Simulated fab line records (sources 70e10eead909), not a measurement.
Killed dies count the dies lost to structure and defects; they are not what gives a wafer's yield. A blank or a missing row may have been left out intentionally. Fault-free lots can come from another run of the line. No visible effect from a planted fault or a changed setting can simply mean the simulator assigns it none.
fab line records -- flow nand_harc
record lots=5, wafers=15, last_day=31
route steps=1302 shown A_ONON_D1@447 A_CHANNEL_HOLE_D1@450 END@1302
lots with no fault: from the same line, run without faults
start_h: start of the lot's first displayed wafer, in hours after the record's first day -- wait_h: how many hours have passed since the lot's step before this one -- " identical to the entry in the row above -- L1.1+2: a single row standing in for several wafers -- - no value, or no start was given -- * or withheld: withheld -- < > ~ a bound
route shown NAME@n: a module of which the file shows steps, and the number in the route of the first -- usual: mean and standard deviation over wafers with no fault -- same: alike in all rows -- chamber/n: place in a boat -- sites: readings site by site -- _std_site: their standard deviation -- _edge_site: outer sites' mean less inner sites' -- radius_mm: how far each site lies from the wafer's centre -- mask NAME#n: copy n -- behind: the tool/chamber that last shaped the wafer -- hold: reason for holding the lot/hours on hold/outcome of the hold -- device: transistor that didn't switch, given as n, p or np -- end of line: the same wafers' tests at the end of the route -- for a step that has no rows: nothing shown but its recipe -- killed: dies that structure and defects cost at the first sort, which is not the same as the wafer's yield -- map: the dies of a wafer, with x for killed, . for not killed, _ for no die there
set.NAME: the run value of the setting; set.NAME@STEP: its run value at that earlier step -- model.NAME: the simulator's own value behind a step, which no gauge read
a table for each step, a row for each wafer; lots at some steps of the route
services: when a tool's chamber went out of use (start_h, in hours from the record's first day, below 0 if earlier), for how many hours, and the reason
## steps
# step NHARC_A_ONON_D1_THK_MEAS_34
# recipe thk_meas_gauge=ellipsometry
# usual thk_nm=200/3
lot.wafer,tool,chamber,start_h,wait_h,thk_nm
L970.2,film_metro-02,-,205.43,-,200
L970.3,film_metro-02,-,205.43,-,196
L970.5,film_metro-02,-,205.43,-,202
L978.3,film_metro-01,-,280.74,-,196
L978.4,film_metro-01,-,280.74,-,203
L978.5,film_metro-01,-,280.74,-,201
L979.1,film_metro-01,-,295.18,-,198
L979.2,film_metro-01,-,295.18,-,197
L979.4,film_metro-01,-,295.18,-,199
L980.1,film_metro-02,-,304.05,-,198
L980.3,film_metro-02,-,304.05,-,200
L980.5,film_metro-02,-,304.05,-,204
L984.2,film_metro-01,-,350.83,-,202
L984.4,film_metro-01,-,350.83,-,203
L984.6,film_metro-01,-,350.83,-,206
# step NHARC_A_ONON_D1_INSPECT_32
# usual raw_defect_count=76/27
lot.wafer,tool,chamber,start_h,wait_h,raw_defect_count
L970.2,defect_inspect-02,-,205.49,0.0,71
L970.3,defect_inspect-02,-,205.49,0.0,79
L970.5,defect_inspect-02,-,205.49,0.0,86
L978.3,defect_inspect-01,-,280.80,0.0,58
L978.4,defect_inspect-01,-,280.80,0.0,43
L978.5,defect_inspect-01,-,280.80,0.0,46
L979.1,defect_inspect-02,-,295.24,0.0,63
L979.2,defect_inspect-02,-,295.24,0.0,61
L979.4,defect_inspect-02,-,295.24,0.0,90
L980.1,defect_inspect-02,-,304.13,0.0,63
L980.3,defect_inspect-02,-,304.13,0.0,80
L980.5,defect_inspect-02,-,304.13,0.0,122
L984.2,defect_inspect-01,-,350.89,0.0,138
L984.4,defect_inspect-01,-,350.89,0.0,91
L984.6,defect_inspect-01,-,350.89,0.0,73
# step NHARC_A_CHANNEL_HOLE_D1_DEP_00
# recipe target_thk_a=31000, temp_c=400, material=aC
# usual throttle_valve_pct=35.000/0.0096
lot.wafer,tool,chamber,start_h,wait_h,throttle_valve_pct
L970.2,acl_dep-03,0,205.88,0.4,34.989
L970.3,acl_dep-03,0,205.88,0.4,34.987
L970.5,acl_dep-03,0,205.88,0.4,35.012
L978.3,acl_dep-03,0,281.50,0.7,35.018
L978.4,acl_dep-03,0,281.50,0.7,34.990
L978.5,acl_dep-03,0,281.50,0.7,35.008
L979.1,acl_dep-03,0,295.31,0.1,35.008
L979.2,acl_dep-03,0,295.31,0.1,35.006
L979.4,acl_dep-03,0,295.31,0.1,34.982
L980.1,acl_dep-02,0,306.84,2.7,34.979
L980.3,acl_dep-02,0,306.84,2.7,34.985
L980.5,acl_dep-02,0,306.84,2.7,34.993
L984.2,acl_dep-02,0,351.27,0.4,35.002
L984.4,acl_dep-02,0,351.27,0.4,35.001
L984.6,acl_dep-02,0,351.27,0.4,35.008
# step NHARC_A_CHANNEL_HOLE_D1_DEP_01
# recipe target_thk_a=1400, target_thk_nm=140, temp_c=400, pressure_torr=3.5, flow_sccm=200, rf_w=350, material=SiON
# usual heater_power_w=728/95
lot.wafer,tool,chamber,start_h,wait_h,heater_power_w,since_wet_clean_h
L970.3,pecvd-04,0,207.53,1.0,805,106
L970.2,pecvd-04,1,207.53,1.0,658,106
L970.5,pecvd-04,0,207.53,1.0,802,-
L978.3,pecvd-02,0,282.84,1.0,811,43
L978.5,pecvd-02,2,282.84,1.0,761,-
L978.4,pecvd-02,0,282.84,1.0,766,-
L979.2,pecvd-01,1,297.23,1.3,647,154
L979.1,pecvd-01,0,297.23,1.3,801,154
L979.4,pecvd-01,0,297.23,1.3,795,-
L980.1,pecvd-01,0,308.80,1.6,923,165
L980.3,pecvd-01,1,308.80,1.6,603,165
L980.5,pecvd-01,0,308.80,1.6,916,-
L984.2,pecvd-02,2,352.88,1.3,646,113
L984.4,pecvd-02,2,352.88,1.3,686,-
L984.6,pecvd-02,0,352.88,1.3,646,-
# step NHARC_A_CHANNEL_HOLE_D1_DEHYDRATE_02
# recipe temp_c=150, time_s=120
# step NHARC_A_CHANNEL_HOLE_D1_HMDS_03
# recipe time_s=30
# step NHARC_A_CHANNEL_HOLE_D1_COAT_36
# recipe temp_c=260, time_s=75
# step NHARC_A_CHANNEL_HOLE_D1_COAT_37
# recipe temp_c=225, time_s=65
# step NHARC_A_CHANNEL_HOLE_D1_COAT_04
# recipe spin_rpm=1500, resist_thk_nm=90
# step NHARC_A_CHANNEL_HOLE_D1_SOFTBAKE_05
# recipe temp_c=105, time_s=55
# step NHARC_A_CHANNEL_HOLE_D1_EBR_06
# step NHARC_A_CHANNEL_HOLE_D1_EXPOSE_07
# recipe na=1.35, target_cd_nm=100, sigma_outer=0.3, dose_mj=59.65, mask_id=HOLE_D1
# same na=1.35
lot.wafer,tool,chamber,start_h,wait_h,mask
L970.2+3+5,arfi_scanner-02,0,208.09,-,HOLE_D1#0
L978.3+4+5,arfi_scanner-03,0,283.25,-,HOLE_D1#0
L979.1+2+4,arfi_scanner-01,0,297.81,-,HOLE_D1#0
L980.1+3+5,arfi_scanner-02,0,309.36,-,HOLE_D1#0
L984.2+4+6,arfi_scanner-02,0,353.34,-,HOLE_D1#0
# step NHARC_A_CHANNEL_HOLE_D1_PEB_08
# recipe peb_temp_c=100, peb_time_s=65
# step NHARC_A_CHANNEL_HOLE_D1_DEVELOP_09
# recipe develop_time_s=35, dev_temp_c=23
# step NHARC_A_CHANNEL_HOLE_D1_CD_MEAS_10
# recipe target_cd_nm=100, landing_energy_ev=500
# usual cd_nm=100.2/0.48
lot.wafer,tool,chamber,start_h,wait_h,cd_nm
L970.2,cd_sem-03,0,208.23,-,99.9
L970.3,cd_sem-03,0,208.23,-,99.3
L970.5,cd_sem-03,0,208.23,-,99.8
L978.3,cd_sem-02,0,283.39,-,100.7
L978.4,cd_sem-02,0,283.39,-,100.9
L978.5,cd_sem-02,0,283.39,-,100.8
L979.1,cd_sem-01,0,297.95,-,100.4
L979.2,cd_sem-01,0,297.95,-,99.7
L979.4,cd_sem-01,0,297.95,-,100.5
L980.1,cd_sem-02,0,309.50,-,100.2
L980.3,cd_sem-02,0,309.50,-,99.9
L980.5,cd_sem-02,0,309.50,-,100.4
L984.2,cd_sem-01,0,353.48,-,101.2
L984.4,cd_sem-01,0,353.48,-,100.2
L984.6,cd_sem-01,0,353.48,-,101.6
# step NHARC_A_CHANNEL_HOLE_D1_OVL_MEAS_11
# usual overlay_x_nm=-0.2/0.91, overlay_y_nm=0.0/0.9
lot.wafer,tool,chamber,start_h,wait_h,overlay_x_nm,overlay_y_nm
L970.2,overlay-01,-,208.32,-,-1.1,-0.3
L970.3,overlay-01,-,208.32,-,-0.7,-0.4
L970.5,overlay-01,-,208.32,-,-1.2,-0.8
L978.3,overlay-02,-,283.47,-,0.8,-0.3
L978.4,overlay-02,-,283.47,-,1.0,-0.3
L978.5,overlay-02,-,283.47,-,0.4,0.1
L979.1,overlay-02,-,298.04,-,1.5,0.7
L979.2,overlay-02,-,298.04,-,1.3,0.8
L979.4,overlay-02,-,298.04,-,1.7,0.9
L980.1,overlay-02,-,309.59,-,-0.2,-0.4
L980.3,overlay-02,-,309.59,-,-0.2,-0.3
L980.5,overlay-02,-,309.59,-,0.1,-0.6
L984.2,overlay-01,-,353.57,-,-1.3,0.0
L984.4,overlay-01,-,353.57,-,-1.6,0.2
L984.6,overlay-01,-,353.57,-,-1.2,0.1
# step NHARC_A_CHANNEL_HOLE_D1_INSPECT_12
# usual raw_defect_count=6/3.2
lot.wafer,tool,chamber,start_h,wait_h,raw_defect_count
L970.2,defect_inspect-01,-,208.35,0.0,9
L970.3,defect_inspect-01,-,208.35,0.0,2
L970.5,defect_inspect-01,-,208.35,0.0,5
L978.3,defect_inspect-02,-,283.51,0.0,5
L978.4,defect_inspect-02,-,283.51,0.0,4
L978.5,defect_inspect-02,-,283.51,0.0,1
L979.1,defect_inspect-02,-,298.08,0.0,8
L979.2,defect_inspect-02,-,298.08,0.0,7
L979.4,defect_inspect-02,-,298.08,0.0,6
L980.1,defect_inspect-02,-,309.62,0.0,9
L980.3,defect_inspect-02,-,309.62,0.0,6
L980.5,defect_inspect-02,-,309.62,0.0,8
L984.2,defect_inspect-01,-,353.60,0.0,14
L984.4,defect_inspect-01,-,353.60,0.0,4
L984.6,defect_inspect-01,-,353.60,0.0,7
# step NHARC_A_CHANNEL_HOLE_D1_DESCUM_15
# recipe time_s=3, o2_flow_sccm=200, ar_flow_sccm=0, bias_power_w=0, chemistry=O2
# usual drypump_motor_current_A=5.8/0.31, oes_product_au=0.998/0.0089, rf_vpp_V=57.8/0.89, showerhead_plenum_p_Torr=1.91/0.064, throttle_valve_pct=11.311/0.0098
lot.wafer,tool,chamber,start_h,wait_h,drypump_motor_current_A,oes_product_au,rf_hours_counter_h,rf_vpp_V,showerhead_plenum_p_Torr,throttle_valve_pct,model.A_CHANNEL_HOLE_D1.cd_nm
L970.3,rie_diel-13,1,208.41,0.1,5.6,1.003,4,57.6,1.84,11.317,99.61
L970.2,rie_diel-13,3,208.41,0.1,5.7,0.993,3,56.8,1.89,11.315,99.77
L970.5,rie_diel-13,1,208.41,0.1,5.6,0.997,-,58.1,1.84,11.322,100.2
L978.4,rie_diel-05,3,283.58,0.1,5.2,0.989,7,57.0,1.94,11.319,101.7
L978.3,rie_diel-05,0,283.58,0.1,6.7,1.004,7,54.1,1.79,11.310,101.7
L978.5,rie_diel-05,1,283.58,0.1,6.2,0.989,-,57.9,2.01,11.301,100.5
L979.2,rie_diel-13,1,298.14,0.1,5.6,0.997,12,57.7,1.84,11.320,100.2
L979.1,rie_diel-13,2,298.14,0.1,5.8,1.009,12,57.8,1.98,11.299,100.7
L979.4,rie_diel-13,3,298.14,0.1,5.7,1.000,11,59.3,1.89,11.320,100
L980.3,rie_diel-13,1,309.68,0.1,5.6,0.997,13,56.5,1.84,11.310,100.7
L980.1,rie_diel-13,2,309.68,0.1,5.8,1.012,13,58.2,1.98,11.312,100.5
L980.5,rie_diel-13,1,309.68,0.1,5.6,0.998,-,57.8,1.84,11.314,101.2
L984.4,rie_diel-13,1,353.68,0.1,5.6,0.996,0,57.6,1.84,11.330,100.9
L984.2,rie_diel-13,2,353.68,0.1,5.7,0.990,0,57.4,1.98,11.299,102.6
L984.6,rie_diel-13,0,353.68,0.1,6.0,0.991,-,58.8,1.96,11.325,102.1
# step NHARC_A_CHANNEL_HOLE_D1_ETCH_38
# recipe target_depth_a=390, over_etch_frac=0.3, time_s=65, ion_energy_ev=80, cf4_flow_sccm=150, ar_flow_sccm=0, rf_w=300, bias_w=100, chemistry=CF4
# usual drypump_motor_current_A=5.8/0.32, oes_product_au=0.998/0.0082, rf_vpp_V=151.3/1, showerhead_plenum_p_Torr=1.77/0.054, throttle_valve_pct=13.284/0.0089
lot.wafer,tool,chamber,start_h,wait_h,drypump_motor_current_A,oes_product_au,rf_hours_counter_h,rf_vpp_V,showerhead_plenum_p_Torr,throttle_valve_pct,model.A_CHANNEL_HOLE_D1.cd_nm
L970.3,rie_diel-13,2,208.51,0.1,5.8,1.001,4,153.1,1.83,13.281,99.52
L970.2,rie_diel-13,1,208.51,0.1,5.6,0.998,4,150.3,1.71,13.281,99.82
L970.5,rie_diel-13,2,208.51,0.1,5.8,1.002,-,153.5,1.83,13.294,100.2
L978.4,rie_diel-05,2,283.65,0.1,5.8,0.988,7,150.5,1.73,13.278,101.2
L978.3,rie_diel-05,1,283.65,0.1,6.1,0.997,7,150.8,1.85,13.270,101.7
L978.5,rie_diel-05,3,283.65,0.1,5.2,0.999,-,150.6,1.79,13.295,100.5
L979.1,rie_diel-13,1,298.27,0.1,5.6,1.014,12,149.8,1.71,13.276,100.4
L979.2,rie_diel-13,3,298.27,0.1,5.6,0.993,11,151.2,1.75,13.280,100.3
L979.4,rie_diel-13,0,298.27,0.1,6.0,0.994,8,151.6,1.81,13.288,99.83
L980.1,rie_diel-13,1,309.78,0.1,5.6,0.999,13,150.8,1.71,13.288,100.5
L980.3,rie_diel-13,2,309.78,0.1,5.8,1.012,13,150.5,1.82,13.291,100.6
L980.5,rie_diel-13,0,309.78,0.1,5.9,0.993,-,152.0,1.81,13.274,100.8
L984.2,rie_diel-13,2,353.76,0.1,5.8,0.993,0,151.7,1.82,13.288,102.8
L984.4,rie_diel-13,0,353.76,0.1,6.0,1.002,0,152.7,1.81,13.288,100.8
L984.6,rie_diel-13,1,353.76,0.1,5.6,1.002,-,150.1,1.71,13.284,102.3
# step NHARC_A_CHANNEL_HOLE_D1_ETCH_39
# recipe target_depth_a=2600, over_etch_frac=0.3, time_s=325, ion_energy_ev=200, n2_flow_sccm=150, h2_flow_sccm=150, ar_flow_sccm=0, rf_w=400, bias_w=150, chemistry=N2/H2
# usual drypump_motor_current_A=5.8/0.3, n2_flow_sccm=150.0/0.44, oes_product_au=0.997/0.0084, rf_vpp_V=430.7/2, showerhead_plenum_p_Torr=2.04/0.066, throttle_valve_pct=14.171/0.0092
lot.wafer,tool,chamber,start_h,wait_h,drypump_motor_current_A,n2_flow_sccm,oes_product_au,rf_hours_counter_h,rf_vpp_V,showerhead_plenum_p_Torr,throttle_valve_pct
L970.2,rie_diel-13,1,-,-,5.6,150.0,1.004,4,429.0,1.96,14.170
L970.3,rie_diel-13,2,-,-,5.8,149.6,1.000,4,432.7,2.11,14.187
L970.5,rie_diel-13,2,-,-,5.8,149.6,0.997,-,433.4,2.11,14.169
L978.3,rie_diel-05,2,-,-,5.8,149.9,0.994,7,429.3,1.99,14.176
L978.4,rie_diel-05,0,-,-,6.7,149.8,0.996,7,427.3,1.90,14.173
L978.5,rie_diel-05,3,-,-,5.2,150.0,0.991,-,431.4,2.07,14.160
L979.2,rie_diel-13,2,-,-,5.8,149.8,1.003,12,433.0,2.11,14.164
L979.1,rie_diel-13,3,-,-,5.7,149.9,0.990,11,430.5,2.02,14.187
L979.4,rie_diel-13,1,-,-,5.6,149.9,1.002,12,427.5,1.96,14.142
L980.3,rie_diel-13,1,-,-,5.6,150.3,0.996,13,428.6,1.96,14.171
L980.1,rie_diel-13,2,-,-,5.8,150.2,1.003,13,433.3,2.11,14.171
L980.5,rie_diel-13,0,-,-,6.0,149.2,0.995,-,431.6,2.10,14.169
L984.4,rie_diel-13,1,-,-,5.6,150.7,0.984,0,428.4,1.96,14.177
L984.2,rie_diel-13,2,-,-,5.8,149.7,0.998,0,433.0,2.11,14.176
L984.6,rie_diel-13,1,-,-,5.6,150.2,0.983,-,428.6,1.96,14.172
# step NHARC_END_SORT_01
# recipe temp_c=25
# usual killed_at_array=51/17, killed_at_other=1.0/1.2, killed_at_periphery=3.4/2.5, killed_dies=56/17, killed_open=3.3/2.1, killed_short=2.6/1.6
# same gross_dies=677
lot.wafer,tool,chamber,start_h,wait_h,killed_at_array,killed_at_other,killed_at_periphery,killed_dies,killed_open,killed_short
L970.2,prober-01,0,591.79,2.8,56,2,4,62,1,1
L970.3,prober-01,0,592.59,3.1,59,0,2,61,4,1
L970.5,prober-01,0,594.18,3.7,35,1,2,38,2,4
L978.3,prober-02,0,679.40,3.1,24,6,4,34,8,2
L978.4,prober-02,0,680.20,3.4,15,3,7,25,5,3
L978.5,prober-02,0,681.01,3.7,21,2,4,27,5,1
L979.1,prober-01,0,688.96,2.5,75,0,1,76,5,5
L979.2,prober-01,0,689.76,2.8,79,0,4,83,5,0
L979.4,prober-01,0,691.37,3.4,63,0,5,68,5,1
L980.1,prober-02,0,702.09,2.5,70,0,5,75,2,2
L980.5,prober-02,0,705.34,3.7,68,1,2,71,3,2
L984.2,prober-02,0,738.37,2.8,48,1,1,50,5,1
L984.4,prober-02,0,739.95,3.4,64,1,1,66,3,0
L984.6,prober-02,0,741.53,3.9,74,3,2,79,5,4
# killed by level:class
L970.2 A_CHANNEL_HOLE_D2:chamber_film_flake=42 A_CONTACT:chamber_film_flake=5 A_STAIRCASE:chamber_film_flake=4 THIN_TSV:chamber_film_flake=2 P_GATE:geometric_particle:open=1 P_GATE:geometric_particle:short=1 P_ZERO_WELL:chamber_film_flake=1 P_CONTACT:chamber_film_flake=1
L970.3 A_CHANNEL_HOLE_D2:chamber_film_flake=39 A_CONTACT:chamber_film_flake=6 A_STAIRCASE:chamber_film_flake=4 A_CHANNEL_HOLE_D1:chamber_film_flake=3 P_M0:geometric_particle:open=1 A_CHANNEL_FILL_D1:geometric_particle:short=1 A_ONON_D2:geometric_particle:open=1 A_CHANNEL_HOLE_D2:geometric_particle:open=1
L970.5 A_CHANNEL_HOLE_D2:chamber_film_flake=18 A_CONTACT:chamber_film_flake=8 P_ZERO_WELL:chamber_film_flake=2 A_SOURCE_PLATE:geometric_particle:open=1 A_CHANNEL_FILL_D1:geometric_particle:short=1 A_DECK1_JOINT:geometric_particle:short=1 A_CHANNEL_FILL_D2:geometric_particle:short=1 A_WL_FILL:geometric_particle:short=1
L978.3 THIN_TSV:chamber_film_flake=6 A_CONTACT:chamber_film_flake=5 A_BONDPAD:chamber_film_flake=5 A_CHANNEL_HOLE_D1:chamber_film_flake=4 A_ONON_D1:geometric_particle:open=2 A_WL_FILL:geometric_particle:open=2 P_GATE:geometric_particle:open=1 P_M0:geometric_particle:open=1
L978.4 A_CHANNEL_HOLE_D1:chamber_film_flake=4 THIN_TSV:chamber_film_flake=3 P_GATE:geometric_particle:open=2 P_M0:geometric_particle:open=2 A_M0:chamber_film_flake=2 A_CHANNEL_FILL_D1:geometric_particle:open=1 A_ONON_D2:geometric_particle:short=1 A_CHANNEL_FILL_D2:geometric_particle:short=1
L978.5 A_CHANNEL_HOLE_D1:chamber_film_flake=8 P_M0:geometric_particle:open=2 P_GATE:chamber_film_flake=2 A_CHANNEL_FILL_D2:chamber_film_flake=2 A_SLIT:chamber_film_flake=2 A_CONTACT:chamber_film_flake=2 A_BONDPAD:chamber_film_flake=2 A_ONON_D1:geometric_particle:short=1
L979.1 A_SLIT:chamber_film_flake=28 A_CHANNEL_HOLE_D1:chamber_film_flake=14 A_CHANNEL_HOLE_D2:chamber_film_flake=13 A_CONTACT:chamber_film_flake=4 A_CHANNEL_FILL_D2:geometric_particle:short=2 A_WL_FILL:geometric_particle:short=2 A_ZERO_WELL:chamber_film_flake=2 A_STAIRCASE:chamber_film_flake=2
L979.2 A_SLIT:chamber_film_flake=34 A_CHANNEL_HOLE_D1:chamber_film_flake=27 A_CHANNEL_HOLE_D2:chamber_film_flake=11 A_CONTACT:chamber_film_flake=3 P_BONDPAD:chamber_film_flake=2 P_CONTACT:geometric_particle:open=1 A_ONON_D1:geometric_particle:open=1 A_ONON_D2:geometric_particle:open=1
L979.4 A_SLIT:chamber_film_flake=25 A_CHANNEL_HOLE_D2:chamber_film_flake=17 A_CHANNEL_HOLE_D1:chamber_film_flake=12 P_GATE:chamber_film_flake=4 A_CONTACT:chamber_film_flake=4 A_ONON_D2:geometric_particle:open=2 P_CONTACT:geometric_particle:open=1 A_CHANNEL_FILL_D1:geometric_particle:open=1
L980.1 A_CHANNEL_HOLE_D1:chamber_film_flake=35 A_CHANNEL_HOLE_D2:chamber_film_flake=20 A_CONTACT:chamber_film_flake=8 A_WL_FILL:geometric_particle:short=2 P_ZERO_WELL:chamber_film_flake=2 P_GATE:chamber_film_flake=2 A_SLIT:chamber_film_flake=2 P_STI:geometric_particle:open=1
L980.5 A_CHANNEL_HOLE_D1:chamber_film_flake=42 A_CHANNEL_HOLE_D2:chamber_film_flake=17 A_CONTACT:chamber_film_flake=3 P_M0:geometric_particle:open=1 A_CHANNEL_HOLE_D1:geometric_particle:short=1 A_ONON_D2:geometric_particle:open=1 A_ONON_D2:geometric_particle:short=1 A_WL_FILL:geometric_particle:open=1
L984.2 A_CHANNEL_HOLE_D2:chamber_film_flake=17 A_CHANNEL_HOLE_D1:chamber_film_flake=11 A_CONTACT:chamber_film_flake=8 A_SLIT:chamber_film_flake=3 A_WL_FILL:chamber_film_flake=2 A_CHANNEL_FILL_D1:geometric_particle:short=1 A_CHANNEL_FILL_D1:geometric_particle:open=1 A_ONON_D2:geometric_particle:open=1
L984.4 A_CHANNEL_HOLE_D2:chamber_film_flake=26 A_CHANNEL_HOLE_D1:chamber_film_flake=12 A_CONTACT:chamber_film_flake=12 A_SLIT:chamber_film_flake=4 A_WL_FILL:chamber_film_flake=4 A_STAIRCASE:chamber_film_flake=2 P_M2:geometric_particle:open=1 A_DECK1_JOINT:geometric_particle:open=1
L984.6 A_CHANNEL_HOLE_D1:chamber_film_flake=37 A_CHANNEL_HOLE_D2:chamber_film_flake=21 A_CONTACT:chamber_film_flake=3 A_ONON_D2:geometric_particle:open=2 A_WL_FILL:geometric_particle:short=2 A_SLIT:chamber_film_flake=2 HYBRID_BOND:chamber_film_flake=2 P_M1:geometric_particle:open=1
## services
tool,chamber,start_h,hours,kind
arfi_scanner-03,-,196.00,4.0,pm
rie_diel-13,0,198.50,-,clean
rie_diel-13,1,198.50,-,clean
rie_diel-13,2,198.50,-,clean
rie_diel-13,3,198.50,-,clean
rie_diel-13,0,204.94,32.9,repair
arfi_scanner-02,-,208.78,6.7,repair
pecvd-04,0,212.71,19.1,repair
pecvd-02,-,227.13,13.0,pm
rie_diel-05,-,229.85,9.0,pm
rie_diel-05,-,243.11,18.7,repair
acl_dep-02,-,244.66,13.0,pm
arfi_scanner-01,-,258.08,4.0,pm
arfi_scanner-02,-,264.85,1.0,repair
pecvd-04,-,269.16,13.0,pm
rie_diel-13,1,280.76,4.2,repair
acl_dep-03,-,299.06,13.0,pm
pecvd-02,1,306.16,5.6,repair
pecvd-01,-,311.57,13.0,pm
arfi_scanner-02,-,312.00,4.0,pm
rie_diel-13,-,314.57,3.4,repair
rie_diel-13,1,318.52,8.0,repair
pecvd-01,-,333.27,1.5,repair
rie_diel-13,-,342.00,9.0,pm
## key
first_sign none at tools or gauges
model_effect step=NHARC_A_CHANNEL_HOLE_D1_DESCUM_15, value=A_CHANNEL_HOLE_D1.cd_nm, without=100.8, struck=102.4
model_effect step=NHARC_A_CHANNEL_HOLE_D1_ETCH_38, value=A_CHANNEL_HOLE_D1.cd_nm, without=101, struck=102.6
met_at NHARC_A_CHANNEL_HOLE_D1_EXPOSE_07
struck_wafers L984.2,L984.6
tester_left_out L984
onset_between 309.36 353.34
fault kind=process_parameter_drift, tool=arfi_scanner-02, chamber=-, onset_h=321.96, steps=NHARC_A_CHANNEL_HOLE_D1_EXPOSE_07, channel=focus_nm, offset=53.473, shape=step, end_h=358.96, scope=struck_wafers_only
# tester_left_out: of these lots the tester's yield and bins aren't shown, on N5 and GAA mostly nor the transistor test; their killed dies are dies lost to structure and defects alone, not to doping, threshold or leakage, so they don't give the yield
